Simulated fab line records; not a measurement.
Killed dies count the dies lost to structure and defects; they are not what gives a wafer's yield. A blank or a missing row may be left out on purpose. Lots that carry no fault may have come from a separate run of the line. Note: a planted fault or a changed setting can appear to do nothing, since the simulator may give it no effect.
fab line records :: flow n5_finfet
record
  lots=5
  wafers=12
  last_day=17
route steps=1938 shown BEOL_M2@921 BEOL_M3@931 BEOL_M4@1111 PASSIVATION@1936
lots untouched by any fault: they come from a run of this same line in which no faults occurred
start_h: the number of hours between the record's first day and the start of the first shown wafer of the lot :: wait_h: time in hours since the lot's previous step :: " same as the row above :: L1.1+2: one row covering several wafers at once :: - either no value or no given start :: * or withheld: withheld :: < > ~ a bound
route shown NAME@n: names a module that has steps shown in the file, with the first one's number in the route :: usual: mean/standard deviation of fault-free wafers :: same: alike in all rows :: chamber/n: place in a boat :: sites: readings site by site :: _std_site: standard deviation across them :: _edge_site: the outer-site mean with the inner-site mean subtracted :: radius_mm: how far each site lies from the wafer's centre :: mask NAME#n: copy n :: behind: the most recent tool/chamber to have shaped the wafer :: hold: cause of the lot's hold/its duration in hours/its outcome :: device: names the non-switching transistor (n, p or np) :: end of line: the tests these same wafers got at the end of their route :: a step with no rows: only its recipe :: killed: not the wafer's yield, but the dies lost to structure and defects at the first sort :: map: per-die view of a wafer (x killed, . not killed, _ where there is no die)
set.NAME: the run value of the setting; set.NAME@STEP: its run value at that earlier step :: model.NAME: the simulator's own value behind a step, which no gauge read
lots at some steps of the route; a table a step, a row a wafer
services: the hour from which a tool's chamber was out of use, counted from the record's first day as start_h (under 0 if before that day), plus the number of hours and why
## steps
# step N5_BEOL_M2_ECD_50
# recipe
  material=Cu
  target_thk_a=3000
# step N5_BEOL_M2_ANNEAL_51
# recipe
  temp_c=225
  time_s=90
  ambient=N2
# step N5_BEOL_M2_CMP_52
# recipe
  stop_on=SiOC
  t_overpolish_s=6.8
  down_force_psi=1
  platen_rpm=50
  clearing_platen_down_force_psi=1.5
  clearing_platen_rpm=50
  post_cmp_clean=cu_alkaline
  target_thk_nm=40
  clearing_platen_pad_velocity_m_s=0.99484
  pad_velocity_m_s=0.99484
# step N5_BEOL_M2_PRE_CLEAN_60
# recipe
  gas=NH3/H2
  time_s=15
  temp_c=*
  rf_power_w=300
# step N5_BEOL_M2_CO_CAP_55
# recipe
  material=Co
  target_thk_a=20
  temp_c=200
  precursor=CCTBA/H2
  pressure_torr=30
  time_s=102.1
# step N5_BEOL_M2_PRE_CLEAN_56
# recipe
  gas=NH3
  time_s=15
  temp_c=withheld
  rf_power_w=300
# step N5_BEOL_M2_DEP_57
# recipe
  material=SiCN
  target_thk_a=80
  temp_c=withheld
  precursor=3MS/NH3
  pressure_torr=3
  rf_w=202
  time_s=14
# step N5_BEOL_M3_ILD_DEP_00
# recipe
  material=SiOC
  target_thk_a=790
  temp_c=350
  precursor=DEMS/O2
  pressure_torr=5
  rf_w=500
  time_s=15.3
# step N5_BEOL_M3_PECVD_72
# recipe
  material=SiO2
  target_thk_a=160
  temp_c=400
  precursor=TEOS/O2
  pressure_torr=5.5
  rf_w=450
  teos_flow_sccm=53.8
  gas=O2
  flow_sccm=3000
  time_s=18
# usual
  heater_power_w=724/99
  showerhead_plenum_p_Torr=8.80/0.055
  throttle_valve_pct=22.0/1
lot.wafer: L472.1
tool: pecvd-02
chamber: 2
start_h: 169.43
wait_h: 0.0
heater_power_w: 928
showerhead_plenum_p_Torr: 8.71
throttle_valve_pct: 19.9
model.SiO2_of_BEOL_M3_PECVD_72.thk_nm: 15.6

lot.wafer: L472.4
tool: pecvd-02
chamber: 0
start_h: 169.43
wait_h: 0.0
heater_power_w: 691
showerhead_plenum_p_Torr: 8.78
throttle_valve_pct: 22.5
model.SiO2_of_BEOL_M3_PECVD_72.thk_nm: 15.8

lot.wafer: L472.5
tool: pecvd-02
chamber: 2
start_h: 169.43
wait_h: 0.0
heater_power_w: 919
showerhead_plenum_p_Torr: 8.71
throttle_valve_pct: 19.9
model.SiO2_of_BEOL_M3_PECVD_72.thk_nm: 16.2

lot.wafer: L475.5
tool: pecvd-02
chamber: 0
start_h: 194.48
wait_h: 0.1
heater_power_w: 672
showerhead_plenum_p_Torr: 8.81
throttle_valve_pct: 22.6
model.SiO2_of_BEOL_M3_PECVD_72.thk_nm: 15.8

lot.wafer: L475.6
tool: pecvd-02
chamber: 2
start_h: 194.48
wait_h: 0.1
heater_power_w: 858
showerhead_plenum_p_Torr: 8.72
throttle_valve_pct: 19.9
model.SiO2_of_BEOL_M3_PECVD_72.thk_nm: 16.6

lot.wafer: L477.2
tool: pecvd-02
chamber: 1
start_h: 199.29
wait_h: 0.0
heater_power_w: 669
showerhead_plenum_p_Torr: 8.88
throttle_valve_pct: 22.3
model.SiO2_of_BEOL_M3_PECVD_72.thk_nm: 16.4

lot.wafer: L477.4
tool: pecvd-02
chamber: 0
start_h: 199.29
wait_h: 0.0
heater_power_w: 659
showerhead_plenum_p_Torr: 8.79
throttle_valve_pct: 22.4
model.SiO2_of_BEOL_M3_PECVD_72.thk_nm: 15.6

lot.wafer: L483.2
tool: pecvd-02
chamber: 1
start_h: 242.73
wait_h: 0.0
heater_power_w: 651
showerhead_plenum_p_Torr: 8.87
throttle_valve_pct: 22.5
model.SiO2_of_BEOL_M3_PECVD_72.thk_nm: 16.4

lot.wafer: L483.4
tool: pecvd-02
chamber: 0
start_h: 242.73
wait_h: 0.0
heater_power_w: 623
showerhead_plenum_p_Torr: 8.79
throttle_valve_pct: 22.6
model.SiO2_of_BEOL_M3_PECVD_72.thk_nm: 15.6

lot.wafer: L487.1
tool: pecvd-01
chamber: 1
start_h: 261.97
wait_h: 0.0
heater_power_w: 697
showerhead_plenum_p_Torr: 8.86
throttle_valve_pct: 23.1
model.SiO2_of_BEOL_M3_PECVD_72.thk_nm: 15.8

lot.wafer: L487.3
tool: pecvd-01
chamber: 2
start_h: 261.97
wait_h: 0.0
heater_power_w: 725
showerhead_plenum_p_Torr: 8.73
throttle_valve_pct: 21.2
model.SiO2_of_BEOL_M3_PECVD_72.thk_nm: 15.6

lot.wafer: L487.6
tool: pecvd-01
chamber: 0
start_h: 261.97
wait_h: 0.0
heater_power_w: 834
showerhead_plenum_p_Torr: 8.77
throttle_valve_pct: 22.4
model.SiO2_of_BEOL_M3_PECVD_72.thk_nm: 16
# step N5_BEOL_M3_HM_DEP_02
# recipe
  material=TiN
  target_thk_a=200
  temp_c=25
  chamber_pressure_pa=0.49996
# step N5_BEOL_M3_COAT_61
# recipe
  resist=SOC
  temp_c=250
  time_s=60
  spin_rpm=1500
  resist_thk_nm=60
# step N5_BEOL_M3_COAT_62
# recipe
  resist=SiARC
  temp_c=220
  time_s=60
  spin_rpm=1500
  resist_thk_nm=12
# step N5_BEOL_M3_COAT_73
# recipe
  resist=underlayer
  temp_c=205
  time_s=60
  spin_rpm=1500
  resist_thk_nm=5
# step N5_BEOL_M3_COAT_05
# recipe
  resist=CAR-EUV
  spin_rpm=1500
  resist_thk_nm=30
# step N5_BEOL_M3_EBR_07
# recipe
  solvent=PGMEA
  ebr_width_mm=1.5
# step N5_BEOL_M3_SOFTBAKE_06
# recipe
  temp_c=110
  time_s=60
  resist=CAR-EUV
# step N5_BEOL_M3_EXPOSE_08
# recipe
  mask_id=M3
  na=0.33
  source_shape=dipole
  sigma_inner=0.369
  sigma_outer=0.767
  polarization=unpolarized
  dose_mj=33
# step N5_BEOL_M3_PEB_09
# recipe
  peb_temp_c=100
  peb_time_s=60
  resist=CAR-EUV
# step N5_BEOL_M3_DEVELOP_10
# recipe
  develop_time_s=30
  developer=TMAH
  resist=CAR-EUV
  rinse_liquid=surfactant_rinse
  dry=air_spin
  dev_temp_c=23
# step N5_BEOL_M3_DESCUM_16
# recipe
  chemistry=O2
  time_s=7
  source_power_w=50
  bias_power_w=20
  pressure_mtorr=20
  rf_frequency_hz=2.712e+07
  temp_c=40
  resist=CAR-EUV
  o2_flow_sccm=225
# step N5_BEOL_M3_ETCH_74
# recipe
  chemistry=N2/H2
  target=underlayer
  target_depth_a=65
  mask_material=CAR-EUV
  time_s=5.2
  ion_energy_ev=200
  pressure_mtorr=30
  source_w=840
  bias_w=150
  n2_flow_sccm=200
  h2_flow_sccm=200
  ends=cleared
# step N5_BEOL_M3_ETCH_63
# recipe
  chemistry=CF4
  target=SiARC
  target_depth_a=156
  mask_material=CAR-EUV
  time_s=26
  ion_energy_ev=80
  pressure_mtorr=40
  source_w=545
  bias_w=36
  Ar_flow_sccm=100
  cf4_flow_sccm=100
  ends=cleared
# step N5_BEOL_M3_ETCH_64
# recipe
  chemistry=N2/H2
  target=SOC
  target_depth_a=750
  overetch_a=150
  mask_material=SiARC
  temp_c=40
  time_s=112.5
  ion_energy_ev=200
  pressure_mtorr=30
  source_w=840
  bias_w=150
  n2_flow_sccm=200
  h2_flow_sccm=200
# step N5_BEOL_M3_STRIP_65
# recipe
  chemistry=N2/H2
  temp_c=40
  n2_flow_sccm=200
  h2_flow_sccm=200
  rf_frequency_hz=6e+07
# step N5_BEOL_M3_STRIP_75
# recipe
  chemistry=N2/H2
  temp_c=40
  n2_flow_sccm=200
  h2_flow_sccm=200
  rf_frequency_hz=6e+07
# step N5_BEOL_M3_STRIP_66
# recipe
  chemistry=CF4
  resist=SiARC
  power_w=300
  bias_power_w=75
  pressure_mtorr=50
  cf4_flow_sccm=150
  rf_frequency_hz=6e+07
# step N5_BEOL_M3_HM_OPEN_17
# recipe
  chemistry=Cl2/BCl3
  target_depth_a=200
  overetch_a=60
  target=TiN
  mask_material=SOC
  ion_energy_ev=150
  pressure_mtorr=10
  icp_w=1000
  bias_w=126
  Cl2_flow_sccm=53.25
  bcl3_flow_sccm=21.75
  Ar_flow_sccm=25
# step N5_BEOL_M3_STRIP_19
# recipe
  chemistry=O2
  power_w=400
  temp_c=40
  pressure_mtorr=30
  rf_frequency_hz=6e+07
  bias_power_w=0
  overash_fraction=0.2
  o2_flow_sccm=225
# step N5_BEOL_M3_COAT_67
# recipe
  resist=SOC
  temp_c=250
  time_s=60
  spin_rpm=1500
  resist_thk_nm=60
# step N5_BEOL_M3_COAT_68
# recipe
  resist=SiARC
  temp_c=220
  time_s=60
  spin_rpm=1500
  resist_thk_nm=12
# step N5_BEOL_M3_COAT_76
# recipe
  resist=underlayer
  temp_c=205
  time_s=60
  spin_rpm=1500
  resist_thk_nm=5
# step N5_BEOL_M3_COAT_22
# recipe
  resist=CAR-EUV
  spin_rpm=1500
  resist_thk_nm=30
# step N5_BEOL_M3_EBR_24
# recipe
  solvent=PGMEA
  ebr_width_mm=1.5
# step N5_BEOL_M3_SOFTBAKE_23
# recipe
  temp_c=110
  time_s=60
  resist=CAR-EUV
# step N5_BEOL_M3_HM_STRIP_39
# recipe
  chemistry=peroxide_tin_strip
  material=TiN
  target_depth_a=250
  temp_c=50
  time_s=158
lot.wafer: L472.1
tool: wet_bench-06
chamber: 3
start_h: 176.57
wait_h: 0.0
model.SiO2_of_BEOL_M3_PECVD_72.thk_nm: 15.4

lot.wafer: L472.4
tool: wet_bench-06
chamber: 2
start_h: 176.57
wait_h: 0.0
model.SiO2_of_BEOL_M3_PECVD_72.thk_nm: 15.6

lot.wafer: L472.5
tool: wet_bench-06
chamber: 6
start_h: 176.57
wait_h: 0.0
model.SiO2_of_BEOL_M3_PECVD_72.thk_nm: 16

lot.wafer: L475.5
tool: wet_bench-01
chamber: 3
start_h: 198.53
wait_h: 0.0
model.SiO2_of_BEOL_M3_PECVD_72.thk_nm: 15.6

lot.wafer: L475.6
tool: wet_bench-01
chamber: 0
start_h: 198.53
wait_h: 0.0
model.SiO2_of_BEOL_M3_PECVD_72.thk_nm: 16.4

lot.wafer: L477.2
tool: wet_bench-06
chamber: 4
start_h: 204.96
wait_h: 0.0
model.SiO2_of_BEOL_M3_PECVD_72.thk_nm: 16.4

lot.wafer: L477.4
tool: wet_bench-06
chamber: 2
start_h: 204.96
wait_h: 0.0
model.SiO2_of_BEOL_M3_PECVD_72.thk_nm: 15.4

lot.wafer: L483.2
tool: wet_bench-03
chamber: 4
start_h: 251.69
wait_h: 0.0
model.SiO2_of_BEOL_M3_PECVD_72.thk_nm: 16.2

lot.wafer: L483.4
tool: wet_bench-03
chamber: 6
start_h: 251.69
wait_h: 0.0
model.SiO2_of_BEOL_M3_PECVD_72.thk_nm: 15.4

lot.wafer: L487.1
tool: wet_bench-01
chamber: 4
start_h: 267.39
wait_h: 0.0
model.SiO2_of_BEOL_M3_PECVD_72.thk_nm: 15.8

lot.wafer: L487.3
tool: wet_bench-01
chamber: 1
start_h: 267.39
wait_h: 0.0
model.SiO2_of_BEOL_M3_PECVD_72.thk_nm: 15.6

lot.wafer: L487.6
tool: wet_bench-01
chamber: 5
start_h: 267.39
wait_h: 0.0
model.SiO2_of_BEOL_M3_PECVD_72.thk_nm: 16
# step N5_BEOL_M4_RC_MEAS_101
# usual
  DIBL_N=36.1/1.3
  DIBL_P=36.3/1.4
  IOFF_N=0.162/0.024
  IOFF_P=0.22/0.033
  ION_N=674/9.9
  ION_P=464/7.6
  SS_N=71.6/0.53
  SS_P=73.4/0.55
  VT_N=249.4/2.9
  VT_P=-249/3.3
lot.wafer: L472.1
tool: prober-02
chamber: 0
start_h: 195.21
wait_h: 0.0
DIBL_N[mV/V]: 36.7
DIBL_P[mV/V]: 37.4
IOFF_N[nA/um]: 0.154
IOFF_P[nA/um]: 0.18
ION_N[uA/um]: 667
ION_P[uA/um]: 448
SS_N[mV/dec]: 71.4
SS_P[mV/dec]: 73.4
VT_N[mV]: 250.5
VT_P[mV]: -254

lot.wafer: L472.4
tool: prober-02
chamber: 0
start_h: 195.21
wait_h: 0.0
DIBL_N[mV/V]: 36.2
DIBL_P[mV/V]: 37.0
IOFF_N[nA/um]: 0.151
IOFF_P[nA/um]: 0.19
ION_N[uA/um]: 669
ION_P[uA/um]: 452
SS_N[mV/dec]: 71.7
SS_P[mV/dec]: 73.2
VT_N[mV]: 251.4
VT_P[mV]: -258

lot.wafer: L472.5
tool: prober-02
chamber: 0
start_h: 195.21
wait_h: 0.0
DIBL_N[mV/V]: 37.1
DIBL_P[mV/V]: 37.8
IOFF_N[nA/um]: 0.165
IOFF_P[nA/um]: 0.19
ION_N[uA/um]: 665
ION_P[uA/um]: 452
SS_N[mV/dec]: 72.2
SS_P[mV/dec]: 72.5
VT_N[mV]: 249.8
VT_P[mV]: -256

lot.wafer: L475.5
tool: prober-01
chamber: 0
start_h: 218.61
wait_h: 1.6
DIBL_N[mV/V]: 35.1
DIBL_P[mV/V]: 34.5
IOFF_N[nA/um]: 0.146
IOFF_P[nA/um]: 0.22
ION_N[uA/um]: 672
ION_P[uA/um]: 464
SS_N[mV/dec]: 70.5
SS_P[mV/dec]: 73.6
VT_N[mV]: 247.9
VT_P[mV]: -251

lot.wafer: L475.6
tool: prober-01
chamber: 0
start_h: 218.61
wait_h: 1.6
DIBL_N[mV/V]: 34.0
DIBL_P[mV/V]: 31.8
IOFF_N[nA/um]: 0.119
IOFF_P[nA/um]: 0.17
ION_N[uA/um]: 653
ION_P[uA/um]: 458
SS_N[mV/dec]: 70.7
SS_P[mV/dec]: 73.1
VT_N[mV]: 251.6
VT_P[mV]: -254

lot.wafer: L477.2
tool: prober-02
chamber: 0
start_h: 220.15
wait_h: 0.2
DIBL_N[mV/V]: 34.4
DIBL_P[mV/V]: 35.1
IOFF_N[nA/um]: 0.156
IOFF_P[nA/um]: 0.19
ION_N[uA/um]: 683
ION_P[uA/um]: 461
SS_N[mV/dec]: 70.5
SS_P[mV/dec]: 73.3
VT_N[mV]: 249.4
VT_P[mV]: -253

lot.wafer: L477.4
tool: prober-02
chamber: 0
start_h: 220.15
wait_h: 0.2
DIBL_N[mV/V]: 34.4
DIBL_P[mV/V]: 35.0
IOFF_N[nA/um]: 0.154
IOFF_P[nA/um]: 0.18
ION_N[uA/um]: 673
ION_P[uA/um]: 457
SS_N[mV/dec]: 71.1
SS_P[mV/dec]: 73.1
VT_N[mV]: 248.1
VT_P[mV]: -252

lot.wafer: L483.2
tool: prober-01
chamber: 0
start_h: 266.15
wait_h: 0.2
DIBL_N[mV/V]: 35.7
DIBL_P[mV/V]: 35.9
IOFF_N[nA/um]: 0.144
IOFF_P[nA/um]: 0.19
ION_N[uA/um]: 677
ION_P[uA/um]: 465
SS_N[mV/dec]: 71.5
SS_P[mV/dec]: 73.2
VT_N[mV]: 252.6
VT_P[mV]: -252

lot.wafer: L483.4
tool: prober-01
chamber: 0
start_h: 266.15
wait_h: 0.2
DIBL_N[mV/V]: 35.5
DIBL_P[mV/V]: 35.3
IOFF_N[nA/um]: 0.134
IOFF_P[nA/um]: 0.18
ION_N[uA/um]: 660
ION_P[uA/um]: 451
SS_N[mV/dec]: 71.7
SS_P[mV/dec]: 72.8
VT_N[mV]: 253.8
VT_P[mV]: -252

lot.wafer: L487.1
tool: prober-02
chamber: 0
start_h: 284.43
wait_h: 0.0
DIBL_N[mV/V]: 37.2
DIBL_P[mV/V]: 36.5
IOFF_N[nA/um]: 0.175
IOFF_P[nA/um]: 0.22
ION_N[uA/um]: 676
ION_P[uA/um]: 465
SS_N[mV/dec]: 72.1
SS_P[mV/dec]: 74.0
VT_N[mV]: 247.9
VT_P[mV]: -249

lot.wafer: L487.3
tool: prober-02
chamber: 0
start_h: 284.43
wait_h: 0.0
DIBL_N[mV/V]: 37.0
DIBL_P[mV/V]: 37.1
IOFF_N[nA/um]: 0.177
IOFF_P[nA/um]: 0.24
ION_N[uA/um]: 686
ION_P[uA/um]: 473
SS_N[mV/dec]: 71.3
SS_P[mV/dec]: 73.1
VT_N[mV]: 247.5
VT_P[mV]: -246

lot.wafer: L487.6
tool: prober-02
chamber: 0
start_h: 284.43
wait_h: 0.0
DIBL_N[mV/V]: 37.1
DIBL_P[mV/V]: 37.2
IOFF_N[nA/um]: 0.180
IOFF_P[nA/um]: 0.24
ION_N[uA/um]: 680
ION_P[uA/um]: 463
SS_N[mV/dec]: 71.5
SS_P[mV/dec]: 73.3
VT_N[mV]: 245.3
VT_P[mV]: -245
# step N5_PASSIVATION_PROBE_49
# usual
  defect_limited_yield=91.1/1.5
  killed_at_M0_to_M3=36/11
  killed_at_M4_up=13/5
  killed_at_contacts=13/5
  killed_at_front_end=40/12
  killed_at_other=3.3/2.3
  killed_dies=106/17
  killed_open=70/13
  killed_short=34/7.6
  sort_bin_5_function=5.3/0.96
  sort_bin_6_memory=3.3/0.66
  sort_n_pass=1074/17
  sort_yield_pct=91.1/1.5
# same
  gross_dies=1180
  killed_at_back_side=0
  sort_bin_4_leakage[%]=0
  sort_bin_8_speed[%]=0
lot.wafer: L483.2
tool: prober-01
chamber: -
start_h: 380.67
wait_h: 0.1
defect_limited_yield[%]: 89.0
killed_at_M0_to_M3: 36
killed_at_M4_up: 24
killed_at_contacts: 18
killed_at_front_end: 52
killed_at_other: 0
killed_dies: 130
killed_open: 93
killed_short: 36
sort_bin_5_function[%]: 6.5
sort_bin_6_memory[%]: 4.2
sort_n_pass: 1050
sort_yield_pct[%]: 89.0

lot.wafer: L483.4
tool: prober-01
chamber: -
start_h: 380.77
wait_h: 0.2
defect_limited_yield[%]: 90.9
killed_at_M0_to_M3: 32
killed_at_M4_up: 18
killed_at_contacts: 7
killed_at_front_end: 43
killed_at_other: 7
killed_dies: 107
killed_open: 72
killed_short: 32
sort_bin_5_function[%]: 5.1
sort_bin_6_memory[%]: 3.8
sort_n_pass: 1073
sort_yield_pct[%]: 90.9
# killed by level:class
L483.2 MOL_CONTACT_COAG:geometric_particle:open=14 BEOL_M0_SAQP:geometric_particle:open=12 DUMMY_GATE:geometric_particle:open=8 FIN_SAQP:geometric_particle:open=7 FIN_SAQP:geometric_particle:short=7 STI_FIN_REVEAL:geometric_particle:open=7 GATE_CUT:geometric_particle:short=7 GATE_CUT:geometric_particle:open=6
L483.4 FIN_SAQP:geometric_particle:open=16 BEOL_M0_SAQP:geometric_particle:open=8 FIN_SAQP:geometric_particle:short=7 BEOL_M1:geometric_particle:open=6 MOL_CONTACT_COAG:geometric_particle:open=5 BEOL_M0_SAQP:geometric_particle:short=5 BEOL_M2:geometric_particle:open=5 PAD_METAL:geometric_particle:open=4
## services
tool: pecvd-02
chamber: 0
start_h: 186.24
hours: 2.1
kind: scheduled_down

tool: pecvd-01
chamber: 0
start_h: 203.34
hours: 5.5
kind: scheduled_down

tool: pecvd-01
chamber: -
start_h: 217.79
hours: 1.4
kind: repair

tool: pecvd-01
chamber: 2
start_h: 222.99
hours: 2.1
kind: scheduled_down

tool: wet_bench-03
chamber: -
start_h: 232.85
hours: 2.6
kind: repair

tool: pecvd-01
chamber: -
start_h: 233.05
hours: 1.7
kind: repair

tool: pecvd-02
chamber: -
start_h: 233.13
hours: 6.0
kind: pm

tool: pecvd-02
chamber: 1
start_h: 264.72
hours: 3.6
kind: repair
## key
first_sign none at tools or gauges
model_effect
  step=N5_BEOL_M3_PECVD_72
  value=SiO2_of_BEOL_M3_PECVD_72.thk_nm
  without=15.87
  struck=16.47
model_effect
  step=N5_BEOL_M3_HM_STRIP_39
  value=SiO2_of_BEOL_M3_PECVD_72.thk_nm
  without=15.73
  struck=16.33
met_at N5_BEOL_M3_PECVD_72
struck_wafers L475.6,L477.2,L483.2
onset_between 169.43 194.48
fault
  kind=process_parameter_drift
  tool=pecvd-02
  chamber=-
  onset_h=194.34
  steps=N5_BEOL_M3_PECVD_72
  channel=time_s
  offset=*
  shape=step
  end_h=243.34
  scope=struck_wafers_only
  acts_in=*
  stated=*
